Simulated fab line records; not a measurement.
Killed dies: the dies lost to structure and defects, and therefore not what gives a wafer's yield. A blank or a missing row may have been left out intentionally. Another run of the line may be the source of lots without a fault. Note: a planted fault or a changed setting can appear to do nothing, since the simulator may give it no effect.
fab line records	flow nandHarc
record: lots: 24	wafers: 72	lastDay: 33
route steps=1302 shown A_CONTACT@1043 A_BLC@1120
lots that met no fault: from a run of the same line without faults
startH: hours from the record's first day to the start of the lot's first wafer shown	waitH: hours since the lot's step before	" repeats the value in the row above	L1.1+2: a single row standing in for several wafers	- either no value or no given start	* or withheld: withheld	< > ~ a bound
route shown NAME@n: a module of which the file shows steps, and the number in the route of the first	usual: the fault-free wafers' mean and standard deviation	same: alike in all rows	chamber/n: place in a boat	sites: the reading at each site	_std_site: their standard deviation	_edge_site: inner sites' mean taken away from outer sites' mean	radiusMm: how far each site lies from the wafer's centre	mask NAME#n: copy n	behind: tool/chamber where the wafer was last shaped	hold: why the lot went on hold/how many hours it stayed there/how the hold came to an end	device: the n, p or np transistor that did not switch	end of line: tests run on the same wafers once the route is complete	a step without rows: its recipe alone	killed: dies lost to structure and defects at the first sort, not the wafer's yield	map: a wafer's dies, x killed, . not, _ none there
set.NAME: the run value of the setting; set.NAME@STEP: its run value at that earlier step	model.NAME: the simulator's own value behind a step, which no gauge read
a sample of lots followed through the steps of the route, with each step as a table and each wafer as a row
services: a tool's chamber out of use, with start hour (startH, from the record's first day; less than 0 if before it), hours out, and reason
== steps ==
step: NHARC_A_CONTACT_ETCH_75
recipe: targetDepthA: 390	overEtchFrac: 0.3	timeS: 65	ionEnergyEv: 80	cf4FlowSccm: 150	arFlowSccm: 0	rfW: 300	biasW: 100	chemistry: CF4
usual: drypumpMotorCurrentA: 5.6/0.55	oesProductAu: 0.996/0.011	rfVppV: 151.8/1.3	showerheadPlenumPTorr: 1.82/0.068	throttleValvePct: 13.283/0.0088
lot.wafer	tool	chamber	startH	waitH	drypumpMotorCurrentA	oesProductAu	rfHoursCounterH	rfVppV	showerheadPlenumPTorr	throttleValvePct
L076.3	rieDiel-02	0	509.74	0.1	6.7	1.006	38	152.6	1.87	13.274
L076.2	"	1	"	"	6.3	0.984	36	152.0	1.79	13.273
L076.6	"	0	"	"	6.7	1.023	-	153.0	1.87	13.280
L075.2	rieDiel-11	0	515.27	0.1	5.5	1.001	11	151.6	1.81	13.266
L075.4	"	3	"	"	5.7	1.000	10	151.3	1.91	13.276
L075.6	"	1	"	"	5.7	0.993	-	152.8	1.91	13.270
L074.2	rieDiel-09	3	515.90	0.1	4.7	1.015	1	150.8	1.77	13.275
L074.3	"	0	"	"	6.1	0.989	2	153.4	1.86	13.295
L074.1	"	1	"	"	6.3	0.990	2	153.3	1.74	13.287
L077.4	rieDiel-09	3	532.28	0.1	4.7	1.001	7	150.6	1.77	13.276
L077.5	"	1	"	"	6.2	0.984	-	150.8	1.74	13.281
L077.6	"	2	"	"	5.0	0.979	-	153.1	1.91	13.306
L078.3	rieDiel-11	0	532.59	0.1	5.5	0.996	15	150.7	1.81	13.284
L078.4	"	2	"	"	5.7	0.992	14	151.2	1.82	13.281
L078.6	"	1	"	"	5.7	1.010	-	152.6	1.90	13.296
L080.3	rieDiel-02	1	545.87	0.2	6.3	0.981	47	152.0	1.79	13.287
L080.4	"	0	"	"	6.7	1.005	50	152.1	1.87	13.283
L080.5	"	2	"	"	5.7	0.974	-	150.4	1.79	13.309
L079.4	rieDiel-11	2	547.17	0.1	5.6	1.000	18	152.1	1.82	13.287
L079.1	"	0	"	"	5.5	0.981	18	151.3	1.81	13.306
L079.5	"	3	"	"	5.7	0.998	-	151.9	1.90	13.288
L081.3	rieDiel-11	3	565.65	0.1	5.8	1.000	21	152.4	1.90	13.297
L081.2	"	0	"	"	5.5	0.985	21	149.1	1.81	13.297
L081.5	"	1	"	"	5.7	0.994	-	154.2	1.90	13.286
L084.1	rieDiel-02	0	589.21	0.1	6.7	1.015	2	152.0	1.86	13.295
L084.3	"	1	"	"	6.3	0.994	2	152.0	1.79	13.279
L084.6	"	3	"	"	4.9	0.993	-	149.7	1.68	13.290
L082.4	rieDiel-09	2	589.85	0.1	5.0	0.997	34	153.8	1.90	13.280
L082.2	"	1	"	"	6.2	0.978	9	150.3	1.74	13.296
L082.5	"	3	"	"	4.7	1.005	-	152.1	1.76	13.295
L083.1	rieDiel-09	2	592.43	0.1	4.9	0.996	35	152.0	1.90	13.274
L083.6	"	1	"	"	6.3	0.980	-	151.8	1.74	13.293
L083.5	"	3	"	"	4.7	1.004	-	150.6	1.76	13.306
L085.4	rieDiel-09	1	613.98	0.1	6.2	0.973	16	151.2	1.74	13.275
L085.3	"	3	"	"	4.7	0.989	43	151.2	1.76	13.285
L085.6	"	0	"	"	6.2	0.980	-	153.8	1.85	13.283
L086.4	rieDiel-09	2	617.49	0.1	5.0	1.009	44	152.2	1.90	13.272
L086.5	"	2	"	"	5.0	0.993	-	153.1	1.90	13.280
L086.6	"	3	"	"	4.7	1.004	-	152.3	1.75	13.284
L087.4	rieDiel-02	2	618.60	0.1	5.7	1.001	10	151.2	1.78	13.282
L087.3	"	3	"	"	4.9	0.986	8	150.0	1.68	13.275
L087.1	"	0	"	"	6.7	1.011	8	151.4	1.86	13.278
L088.2	rieDiel-11	3	636.90	0.1	5.7	1.011	2	152.6	1.90	13.279
L088.4	"	1	"	"	5.7	0.994	2	153.9	1.90	13.272
L088.5	"	2	"	"	5.7	1.002	-	151.1	1.81	13.294
L089.1	rieDiel-02	0	637.94	0.1	6.8	1.002	16	152.4	1.86	13.287
L089.3	"	1	"	"	6.3	0.977	18	151.3	1.78	13.286
L089.6	"	3	"	"	4.9	0.992	-	150.1	1.68	13.285
L090.4	rieDiel-11	2	674.77	0.1	5.7	0.992	7	151.2	1.81	13.274
L090.3	"	3	"	"	5.7	1.015	8	152.0	1.90	13.297
L090.1	"	1	"	"	5.8	0.995	7	153.5	1.90	13.282
L091.2	rieDiel-11	1	682.43	0.1	5.7	1.000	10	153.4	1.90	13.276
L091.3	"	2	"	"	5.7	0.991	9	150.9	1.81	13.284
L091.5	"	3	"	"	5.8	1.012	-	152.6	1.90	13.277
L093.3	rieDiel-11	0	689.61	0.1	5.5	1.006	10	150.9	1.80	13.267
L093.1	"	2	"	"	5.7	1.000	10	152.4	1.81	13.282
L093.5	"	3	"	"	5.7	1.019	-	154.1	1.90	13.293
L094.4	rieDiel-02	0	690.56	0.1	6.7	0.997	34	151.1	1.86	13.284
L094.2	"	2	"	"	5.7	0.992	31	151.3	1.78	13.290
L094.6	"	1	"	"	6.3	0.995	-	150.8	1.78	13.281
L092.4	rieDiel-09	1	693.70	0.1	6.2	0.995	3	150.8	1.73	13.274
L092.1	"	3	"	"	4.7	1.004	2	150.5	1.75	13.276
L092.2	"	0	"	"	6.1	0.995	3	151.7	1.84	13.282
L095.2	rieDiel-11	3	713.21	0.1	5.7	1.009	16	152.1	1.90	13.281
L095.4	"	0	"	"	5.5	1.016	15	150.5	1.80	13.291
L095.5	"	2	"	"	5.7	0.980	-	152.9	1.81	13.282
L096.4	rieDiel-09	2	716.46	0.1	4.9	0.998	16	153.1	1.88	13.275
L096.6	"	1	"	"	6.2	1.004	-	151.2	1.73	13.283
L096.5	"	2	"	"	5.0	0.996	-	153.6	1.88	13.283
L097.2	rieDiel-11	2	719.40	0.1	5.7	0.983	16	149.5	1.81	13.285
L097.4	"	3	"	"	5.8	1.009	17	153.3	1.90	13.278
L097.3	"	0	"	"	5.5	1.009	16	151.5	1.80	13.282
step: NHARC_A_CONTACT_ETCH_126
recipe: sourceW: withheld	pressureMtorr: 20	biasV: 3000	timeS: 197	targetDepthA: 19180	arFlowSccm: withheld	c4f8FlowSccm: withheld	o2FlowSccm: withheld	chemistry: C4F8/O2/Ar
lot.wafer	tool	chamber	startH	waitH	rfHoursCounterH
L076.2	harCapEtch-02	1	511.59	0.1	91
L076.3	"	0	"	"	-
L076.6	"	0	"	"	-
L075.2	harCapEtch-01	0	517.12	0.1	0
L075.4	"	0	"	"	-
L075.6	"	1	"	"	-
L074.1	harCapEtch-03	0	517.72	0.1	43
L074.2	"	1	"	"	43
L074.3	"	1	"	"	-
L077.4	harCapEtch-01	0	534.19	0.1	-
L077.5	"	1	"	"	-
L077.6	"	0	"	"	-
L078.4	harCapEtch-03	0	534.48	0.1	-
L078.3	"	1	"	"	-
L078.6	"	0	"	"	-
L080.4	harCapEtch-01	1	547.85	0.1	-
L080.3	"	0	"	"	-
L080.5	"	0	"	"	-
L079.1	harCapEtch-03	0	549.03	0.1	50
L079.4	"	0	"	"	-
L079.5	"	0	"	"	-
L081.2	harCapEtch-02	0	567.51	0.1	101
L081.3	"	0	"	"	-
L081.5	"	1	"	"	-
L084.1	harCapEtch-01	1	591.06	0.1	12
L084.3	"	0	"	"	-
L084.6	"	0	"	"	-
L082.2	harCapEtch-03	1	591.98	0.1	57
L082.4	"	1	"	"	-
L082.5	"	1	"	"	-
L083.1	harCapEtch-02	0	594.80	0.1	108
L083.6	"	0	"	"	-
L083.5	"	1	"	"	-
L085.3	harCapEtch-01	1	616.00	0.2	-
L085.4	"	0	"	"	-
L085.6	"	1	"	"	-
L086.4	harCapEtch-03	1	619.39	0.1	-
L086.6	"	1	"	"	-
L086.5	"	0	"	"	-
L087.1	harCapEtch-02	0	620.45	0.1	113
L087.3	"	0	"	"	-
L087.4	"	1	"	"	-
L088.2	harCapEtch-03	0	638.90	0.2	67
L088.4	"	0	"	"	-
L088.5	"	0	"	"	-
L089.1	harCapEtch-02	1	639.82	0.1	117
L089.3	"	1	"	"	-
L089.6	"	1	"	"	-
L090.1	harCapEtch-03	1	676.64	0.2	70
L090.4	"	0	"	"	-
L090.3	"	1	"	"	-
L091.2	harCapEtch-01	1	684.87	0.1	28
L091.3	"	1	"	"	-
L091.5	"	0	"	"	-
L093.1	harCapEtch-02	0	691.47	0.1	125
L093.3	"	0	"	"	-
L093.5	"	1	"	"	-
L094.2	harCapEtch-01	1	692.42	0.1	30
L094.4	"	0	"	"	-
L094.6	"	0	"	"	-
L092.2	harCapEtch-02	0	695.58	0.1	127
L092.1	"	1	"	"	127
L092.4	"	1	"	"	-
L095.2	harCapEtch-02	0	715.04	0.1	131
L095.4	"	0	"	"	-
L095.5	"	1	"	"	-
L096.4	harCapEtch-03	1	718.42	0.1	-
L096.6	"	1	"	"	-
L096.5	"	0	"	"	-
L097.2	harCapEtch-01	1	721.28	0.1	37
L097.4	"	0	"	"	-
L097.3	"	1	"	"	-
step: NHARC_A_CONTACT_CD_MEAS_08
recipe: targetCdNm: 200	landingEnergyEv: 500
usual: cdNm: 199.8/0.53
same: landingEnergyEv: 500
lot.wafer	tool	chamber	startH	waitH	cdNm
L076.2	cdSem-01	0	517.23	-	199.3
L076.3	"	0	"	"	200.0
L076.6	"	0	"	"	199.2
L075.2	cdSem-02	0	523.46	-	199.1
L075.4	"	0	"	"	200.0
L075.6	"	0	"	"	200.6
L074.1	cdSem-02	0	523.65	-	199.6
L074.2	"	0	"	"	200.2
L074.3	"	0	"	"	200.5
L077.4	cdSem-01	0	541.81	-	199.7
L077.5	"	0	"	"	200.2
L077.6	"	0	"	"	199.8
L078.3	cdSem-03	0	542.32	-	199.3
L078.4	"	0	"	"	200.2
L078.6	"	0	"	"	199.1
L080.3	cdSem-02	0	553.52	-	200.8
L080.4	"	0	"	"	200.8
L080.5	"	0	"	"	201.1
L079.1	cdSem-01	0	554.83	-	200.4
L079.4	"	0	"	"	199.5
L079.5	"	0	"	"	199.8
L081.2	cdSem-01	0	573.29	-	199.5
L081.3	"	0	"	"	199.5
L081.5	"	0	"	"	200.3
L084.1	cdSem-02	0	596.72	-	200.3
L084.3	"	0	"	"	199.7
L084.6	"	0	"	"	199.3
L082.2	cdSem-03	0	597.63	-	199.7
L082.4	"	0	"	"	199.4
L082.5	"	0	"	"	199.3
L083.1	cdSem-02	0	601.13	-	200.2
L083.5	"	0	"	"	199.4
L083.6	"	0	"	"	200.2
L085.3	cdSem-02	0	622.68	-	200.6
L085.4	"	0	"	"	199.9
L085.6	"	0	"	"	199.0
L086.4	cdSem-03	0	626.18	-	199.5
L086.5	"	0	"	"	199.8
L086.6	"	0	"	"	199.6
L087.1	cdSem-03	0	628.02	-	199.9
L087.3	"	0	"	"	199.4
L087.4	"	0	"	"	199.5
L088.2	cdSem-01	0	645.23	-	199.2
L088.4	"	0	"	"	199.4
L088.5	"	0	"	"	200.0
L089.1	cdSem-01	0	645.46	-	199.5
L089.3	"	0	"	"	200.1
L089.6	"	0	"	"	199.9
L090.1	cdSem-01	0	682.85	-	200.7
L090.3	"	0	"	"	199.7
L090.4	"	0	"	"	200.7
L091.2	cdSem-02	0	690.95	-	199.3
L091.3	"	0	"	"	199.5
L091.5	"	0	"	"	198.9
L093.1	cdSem-01	0	696.98	-	200.3
L093.3	"	0	"	"	200.4
L093.5	"	0	"	"	200.3
L094.2	cdSem-02	0	698.06	-	199.1
L094.4	"	0	"	"	199.7
L094.6	"	0	"	"	199.3
L092.1	cdSem-01	0	704.11	-	200.9
L092.2	"	0	"	"	200.6
L092.4	"	0	"	"	200.7
L095.2	cdSem-03	0	720.79	-	200.3
L095.4	"	0	"	"	199.1
L095.5	"	0	"	"	199.7
L096.4	cdSem-02	0	726.24	-	199.6
L096.5	"	0	"	"	200.0
L096.6	"	0	"	"	200.3
L097.2	cdSem-02	0	726.89	-	199.3
L097.3	"	0	"	"	199.6
L097.4	"	0	"	"	199.4
step: NHARC_A_CONTACT_CD_MEAS_15
usual: cdNm: 190.1/0.62
lot.wafer	tool	chamber	startH	waitH	cdNm
L076.2	cdSem-01	-	520.60	-	190.5
L076.3	"	-	"	"	190.1
L076.6	"	-	"	"	190.1
L075.2	cdSem-01	-	526.83	-	190.8
L075.4	"	-	"	"	190.8
L075.6	"	-	"	"	191.3
L074.1	cdSem-01	-	528.39	-	189.4
L074.2	"	-	"	"	189.8
L074.3	"	-	"	"	190.2
L077.4	cdSem-01	-	545.24	-	191.1
L077.5	"	-	"	"	191.1
L077.6	"	-	"	"	190.8
L078.3	cdSem-03	-	546.08	-	191.6
L078.4	"	-	"	"	191.8
L078.6	"	-	"	"	191.9
L080.3	cdSem-03	-	556.91	-	189.7
L080.4	"	-	"	"	190.7
L080.5	"	-	"	"	190.5
L079.1	cdSem-03	-	558.23	-	189.5
L079.4	"	-	"	"	189.8
L079.5	"	-	"	"	189.9
L081.2	cdSem-02	-	576.87	-	189.6
L081.3	"	-	"	"	190.3
L081.5	"	-	"	"	190.9
L084.1	cdSem-02	-	600.65	-	190.2
L084.3	"	-	"	"	190.5
L084.6	"	-	"	"	190.1
L082.2	cdSem-02	-	600.99	-	189.6
L082.4	"	-	"	"	189.3
L082.5	"	-	"	"	189.3
L083.1	cdSem-02	-	604.50	-	191.0
L083.5	"	-	"	"	190.6
L083.6	"	-	"	"	190.7
L085.3	cdSem-01	-	626.09	-	190.5
L085.4	"	-	"	"	190.4
L085.6	"	-	"	"	190.6
L086.4	cdSem-02	-	629.63	-	190.2
L086.5	"	-	"	"	189.6
L086.6	"	-	"	"	190.0
L087.1	cdSem-02	-	631.40	-	190.6
L087.3	"	-	"	"	189.6
L087.4	"	-	"	"	190.5
L088.2	cdSem-01	-	648.61	-	189.3
L088.4	"	-	"	"	189.7
L088.5	"	-	"	"	190.2
L089.1	cdSem-01	-	649.73	-	190.2
L089.3	"	-	"	"	190.1
L089.6	"	-	"	"	189.8
L090.1	cdSem-01	-	686.22	-	190.1
L090.3	"	-	"	"	189.6
L090.4	"	-	"	"	190.4
L091.2	cdSem-03	-	697.15	-	190.4
L091.3	"	-	"	"	189.8
L091.5	"	-	"	"	189.7
L093.1	cdSem-03	-	700.54	-	189.6
L093.3	"	-	"	"	189.5
L093.5	"	-	"	"	189.6
L094.2	cdSem-03	-	701.43	-	190.2
L094.4	"	-	"	"	189.9
L094.6	"	-	"	"	189.8
L092.1	cdSem-01	-	707.51	-	190.1
L092.2	"	-	"	"	190.0
L092.4	"	-	"	"	190.5
L095.2	cdSem-02	-	724.20	-	188.6
L095.4	"	-	"	"	188.7
L095.5	"	-	"	"	189.1
L096.4	cdSem-03	-	729.62	-	189.2
L096.5	"	-	"	"	189.9
L096.6	"	-	"	"	190.1
L097.2	cdSem-02	-	730.37	-	190.2
L097.3	"	-	"	"	189.6
L097.4	"	-	"	"	190.3
step: NHARC_A_CONTACT_STRIP_26
recipe: o2FlowSccm: 500	arFlowSccm: 0	biasW: 0	chemistry: O2
usual: drypumpMotorCurrentA: 5.7/0.38	oesProductAu: 0.999/0.011	rfVppV: 58.3/0.86	showerheadPlenumPTorr: 3.67/0.12	throttleValvePct: 17.037/0.0094
lot.wafer	tool	chamber	startH	waitH	drypumpMotorCurrentA	oesProductAu	rfHoursCounterH	rfVppV	showerheadPlenumPTorr	throttleValvePct
L076.2	rieDiel-11	2	-	-	5.7	1.004	13	59.4	3.63	17.043
L076.3	"	1	"	"	5.8	0.996	13	59.2	3.80	17.041
L076.6	"	2	"	"	5.7	1.005	-	58.5	3.63	17.028
L075.4	rieDiel-11	3	-	-	5.7	1.000	14	59.4	3.80	17.014
L075.2	"	2	"	"	5.7	0.997	14	59.2	3.63	17.038
L075.6	"	3	"	"	5.8	1.002	-	59.6	3.80	17.047
L074.3	rieDiel-09	3	-	-	4.7	1.004	7	56.6	3.52	17.022
L074.2	"	0	"	"	6.1	0.994	6	58.0	3.71	17.028
L074.1	"	1	"	"	6.3	0.989	6	58.7	3.47	17.026
L077.4	rieDiel-11	0	-	-	5.5	0.999	18	59.6	3.61	17.041
L077.6	"	1	"	"	5.8	1.007	-	58.6	3.80	17.047
L077.5	"	2	"	"	5.7	1.002	-	57.0	3.63	17.027
L078.4	rieDiel-11	0	-	-	5.5	0.993	18	60.6	3.61	17.046
L078.3	"	3	"	"	5.8	1.015	18	58.5	3.80	17.034
L078.6	"	1	"	"	5.8	1.006	-	57.5	3.80	17.050
L080.3	rieDiel-11	3	-	-	5.8	1.010	20	56.5	3.80	17.033
L080.4	"	0	"	"	5.5	0.980	21	57.7	3.61	17.035
L080.5	"	1	"	"	5.8	0.995	-	57.8	3.80	17.046
L079.4	rieDiel-02	2	-	-	5.7	0.986	49	58.2	3.57	17.039
L079.1	"	3	"	"	4.9	0.985	59	57.4	3.36	17.031
L079.5	"	0	"	"	6.7	1.007	-	57.5	3.72	17.061
L081.3	rieDiel-11	0	-	-	5.5	0.989	22	59.0	3.60	17.033
L081.2	"	2	"	"	5.7	1.000	22	57.8	3.63	17.036
L081.5	"	0	"	"	5.5	0.985	-	58.9	3.61	17.026
L084.1	rieDiel-11	0	-	-	5.5	0.972	24	56.6	3.60	17.049
L084.3	"	2	"	"	5.7	0.993	26	58.5	3.62	17.038
L084.6	"	0	"	"	5.5	0.990	-	58.2	3.60	17.038
L082.2	rieDiel-02	3	-	-	4.9	0.990	5	56.1	3.35	17.037
L082.4	"	0	"	"	6.7	1.015	5	58.2	3.72	17.036
L082.5	"	2	"	"	5.7	0.999	-	57.3	3.56	17.036
L083.1	rieDiel-02	1	-	-	6.3	0.984	7	57.2	3.56	17.036
L083.6	"	3	"	"	4.9	0.981	-	58.9	3.35	17.024
L083.5	"	0	"	"	6.7	1.003	-	56.8	3.72	17.058
L085.3	rieDiel-11	0	-	-	5.5	1.003	1	58.6	3.60	17.042
L085.4	"	3	"	"	5.7	1.012	1	59.4	3.79	17.039
L085.6	"	0	"	"	5.5	1.010	-	58.0	3.60	17.045
L086.4	rieDiel-11	1	-	-	5.8	0.999	2	60.3	3.79	17.040
L086.5	"	0	"	"	5.5	1.008	-	58.8	3.60	17.007
L086.6	"	1	"	"	5.8	0.985	-	58.7	3.79	17.034
L087.4	rieDiel-11	0	-	-	5.5	1.007	3	57.7	3.60	17.051
L087.3	"	1	"	"	5.8	0.992	2	57.1	3.79	17.038
L087.1	"	2	"	"	5.7	0.984	2	59.3	3.62	17.023
L088.2	rieDiel-11	1	-	-	5.8	1.001	4	57.9	3.79	17.046
L088.4	"	2	"	"	5.7	1.001	3	57.9	3.62	17.038
L088.5	"	0	"	"	5.5	1.002	-	57.5	3.60	17.044
L089.1	rieDiel-11	0	-	-	5.5	1.010	5	58.4	3.60	17.040
L089.3	"	1	"	"	5.8	0.992	4	59.2	3.79	17.027
L089.6	"	2	"	"	5.7	0.991	-	57.5	3.62	17.053
L090.4	rieDiel-09	3	-	-	4.7	1.000	1	56.8	3.49	17.032
L090.1	"	0	"	"	6.1	0.993	1	57.8	3.68	17.048
L090.3	"	2	"	"	5.0	0.977	1	57.2	3.77	17.046
L091.3	rieDiel-11	1	-	-	5.8	0.997	13	58.6	3.78	17.041
L091.2	"	2	"	"	5.7	0.990	11	58.6	3.62	17.049
L091.5	"	3	"	"	5.7	1.016	-	60.2	3.78	17.041
L093.1	rieDiel-11	3	-	-	5.8	1.009	13	58.4	3.78	17.031
L093.3	"	1	"	"	5.8	1.004	14	58.8	3.78	17.045
L093.5	"	3	"	"	5.8	1.015	-	59.6	3.78	17.013
L094.4	rieDiel-11	0	-	-	5.5	1.017	12	58.0	3.60	17.029
L094.2	"	1	"	"	5.8	1.007	14	58.2	3.78	17.043
L094.6	"	2	"	"	5.7	1.009	-	58.2	3.62	17.050
L092.2	rieDiel-11	0	-	-	5.5	1.018	14	58.8	3.59	17.052
L092.1	"	1	"	"	5.8	0.997	16	59.0	3.78	17.025
L092.4	"	3	"	"	5.7	1.014	16	58.1	3.78	17.054
L095.2	rieDiel-11	1	-	-	5.8	0.987	18	58.4	3.78	17.038
L095.4	"	2	"	"	5.7	0.988	17	57.2	3.61	17.039
L095.5	"	1	"	"	5.7	0.991	-	58.7	3.78	17.044
L096.4	rieDiel-02	3	-	-	5.0	0.989	51	57.8	3.33	17.037
L096.5	"	0	"	"	6.7	0.998	-	58.5	3.69	17.026
L096.6	"	1	"	"	6.3	0.998	-	58.7	3.54	17.024
L097.3	rieDiel-11	2	-	-	5.6	0.981	18	59.2	3.61	17.032
L097.4	"	0	"	"	5.5	1.001	18	58.3	3.59	17.048
L097.2	"	1	"	"	5.8	1.011	19	58.5	3.78	17.040
step: NHARC_A_BLC_DESCUM_15
recipe: timeS: 3	o2FlowSccm: 200	arFlowSccm: 0	biasPowerW: 0	chemistry: O2
usual: drypumpMotorCurrentA: 5.5/0.47	oesProductAu: 1.000/0.0092	rfVppV: 57.9/0.83	showerheadPlenumPTorr: 1.93/0.088	throttleValvePct: 11.309/0.0086
same: biasPowerW: 0
lot.wafer	tool	chamber	startH	waitH	drypumpMotorCurrentA	oesProductAu	rfHoursCounterH	rfVppV	showerheadPlenumPTorr	throttleValvePct
L076.2	rieDiel-03	3	523.90	0.1	4.9	1.006	4	57.9	1.94	11.305
L076.3	"	0	"	"	5.4	1.012	4	58.6	1.87	11.303
L076.6	"	3	"	"	4.9	1.000	-	58.7	1.94	11.299
L075.2	rieDiel-06	3	529.97	0.1	5.8	0.980	3	60.0	2.02	11.305
L075.4	"	0	"	"	5.5	0.989	3	58.6	1.97	11.301
L075.6	"	3	"	"	5.9	0.989	-	58.4	2.02	11.302
L074.1	rieDiel-06	2	531.52	0.1	5.0	0.997	3	58.0	1.78	11.318
L074.2	"	3	"	"	5.9	1.002	3	59.0	2.02	11.303
L074.3	"	1	"	"	5.6	1.003	3	57.6	2.04	11.311
L077.4	rieDiel-06	3	548.35	0.1	5.8	0.993	4	57.1	2.01	11.304
L077.5	"	3	"	"	5.9	1.002	-	59.5	2.01	11.314
L077.6	"	0	"	"	5.5	0.999	-	58.3	1.97	11.308
L078.3	rieDiel-03	2	549.07	0.1	6.6	1.019	6	58.2	2.00	11.316
L078.4	"	3	"	"	4.9	1.003	6	57.4	1.94	11.317
L078.6	"	2	"	"	6.6	1.009	-	60.4	2.00	11.302
L080.4	rieDiel-03	0	560.06	0.1	5.4	1.000	8	58.2	1.86	11.321
L080.3	"	1	"	"	4.8	0.997	8	57.5	1.85	11.319
L080.5	"	1	"	"	4.9	1.009	-	57.2	1.85	11.308
L079.1	rieDiel-08	2	561.36	0.1	5.6	0.989	2	57.6	1.88	11.323
L079.4	"	3	"	"	4.9	1.007	-	56.2	1.88	11.321
L079.5	"	0	"	"	5.6	1.029	-	57.7	1.83	11.301
L081.3	rieDiel-06	0	579.99	0.1	5.5	0.999	6	58.3	1.97	11.308
L081.2	"	1	"	"	5.6	1.001	6	57.5	2.04	11.305
L081.5	"	1	"	"	5.6	0.997	-	57.6	2.04	11.306
L084.3	rieDiel-06	1	603.71	0.1	5.6	1.008	7	58.8	2.04	11.313
L084.1	"	3	"	"	5.9	1.000	8	58.8	2.01	11.310
L084.6	"	0	"	"	5.5	0.995	-	56.3	1.97	11.317
L082.4	rieDiel-08	0	604.03	0.1	5.5	1.013	14	58.7	1.82	11.307
L082.2	"	3	"	"	4.8	0.998	15	57.3	1.88	11.313
L082.5	"	0	"	"	5.6	1.007	-	57.9	1.82	11.316
L083.1	rieDiel-06	2	607.68	0.1	5.0	0.990	8	58.4	1.78	11.314
L083.6	"	0	"	"	5.5	1.004	-	57.8	1.97	11.294
L083.5	"	1	"	"	5.6	0.983	-	58.5	2.04	11.301
L085.4	rieDiel-03	3	629.29	0.1	4.9	1.001	12	58.6	1.94	11.304
L085.3	"	2	"	"	6.6	1.000	13	57.7	1.99	11.318
L085.6	"	3	"	"	4.9	0.998	-	58.0	1.94	11.323
L086.4	rieDiel-03	1	632.81	0.1	4.8	1.007	12	58.0	1.85	11.299
L086.6	"	1	"	"	4.8	1.009	-	58.4	1.85	11.311
L086.5	"	2	"	"	6.7	1.007	-	59.1	1.99	11.319
L087.1	rieDiel-08	3	634.58	0.1	4.9	1.011	27	56.8	1.88	11.314
L087.3	"	1	"	"	5.6	1.020	21	58.4	2.03	11.298
L087.4	"	2	"	"	5.6	1.009	-	58.1	1.87	11.314
L088.4	rieDiel-06	2	651.73	0.1	5.0	0.995	11	57.0	1.78	11.309
L088.2	"	3	"	"	5.9	0.992	11	59.3	2.01	11.300
L088.5	"	0	"	"	5.5	0.988	-	58.4	1.97	11.311
L089.1	rieDiel-06	2	652.85	0.1	5.0	1.009	12	56.1	1.78	11.303
L089.3	"	1	"	"	5.6	1.012	11	58.4	2.04	11.307
L089.6	"	3	"	"	5.8	1.001	-	57.4	2.01	11.310
L090.4	rieDiel-03	3	689.35	0.1	4.9	1.003	3	57.4	1.93	11.313
L090.3	"	1	"	"	4.8	1.007	4	57.8	1.85	11.308
L090.1	"	2	"	"	6.6	1.006	4	57.8	1.99	11.318
L091.3	rieDiel-03	1	700.47	0.1	4.9	0.999	4	57.4	1.85	11.310
L091.2	"	2	"	"	6.6	1.018	4	57.6	1.99	11.311
L091.5	"	0	"	"	5.4	1.016	-	58.1	1.86	11.297
L093.3	rieDiel-08	0	703.55	0.1	5.6	1.020	42	58.3	1.82	11.306
L093.1	"	2	"	"	5.6	0.989	49	57.4	1.87	11.316
L093.5	"	0	"	"	5.5	1.017	-	57.5	1.81	11.313
L094.4	rieDiel-06	2	704.56	0.1	5.0	0.997	2	56.3	1.78	11.316
L094.2	"	3	"	"	5.8	0.984	0	59.3	2.01	11.324
L094.6	"	2	"	"	5.0	1.005	-	57.9	1.78	11.304
L092.2	rieDiel-06	0	710.51	0.1	5.5	0.989	2	58.5	1.97	11.305
L092.4	"	1	"	"	5.6	0.983	2	57.1	2.04	11.317
L092.1	"	2	"	"	5.0	1.006	2	58.0	1.78	11.312
L095.2	rieDiel-06	1	727.39	0.1	5.6	0.994	4	56.6	2.04	11.311
L095.4	"	2	"	"	5.0	1.004	-	57.3	1.78	11.312
L095.5	"	3	"	"	5.9	0.997	-	58.2	2.01	11.327
L096.4	rieDiel-03	0	732.76	0.1	5.4	1.011	8	58.8	1.86	11.318
L096.5	"	3	"	"	4.9	0.996	-	58.3	1.93	11.301
L096.6	"	0	"	"	5.4	0.999	-	57.9	1.86	11.286
L097.4	rieDiel-06	2	733.95	0.1	5.0	1.000	5	57.8	1.78	11.320
L097.2	"	3	"	"	5.9	1.002	3	57.6	2.01	11.296
L097.3	"	1	"	"	5.6	0.995	5	55.9	2.04	11.310
== services ==
tool	chamber	startH	hours	kind
harCapEtch-01	-	497.00	17.0	pm
rieDiel-09	-	497.17	9.0	pm
rieDiel-09	1	539.60	45.0	repair
rieDiel-06	1	549.50	4.9	repair
rieDiel-06	0	553.39	3.6	repair
harCapEtch-01	-	558.80	24.6	repair
rieDiel-11	0	568.61	6.3	repair
rieDiel-02	-	570.88	9.0	pm
rieDiel-09	0	589.90	6.2	repair
rieDiel-11	-	609.53	9.0	pm
rieDiel-03	0	611.64	5.7	repair
rieDiel-06	1	620.48	5.6	repair
rieDiel-03	1	622.36	2.9	repair
rieDiel-03	-	635.62	9.0	pm
rieDiel-11	0	659.83	12.7	repair
rieDiel-06	-	661.20	9.0	pm
rieDiel-09	-	674.17	9.0	pm
rieDiel-06	3	681.43	21.8	repair
rieDiel-06	-	684.40	1.1	repair
rieDiel-06	3	715.24	4.3	repair
rieDiel-02	1	717.94	7.2	repair
rieDiel-06	0	719.72	13.9	repair
rieDiel-09	-	722.18	0.6	repair
rieDiel-11	1	732.62	4.1	repair
== key ==
fault none
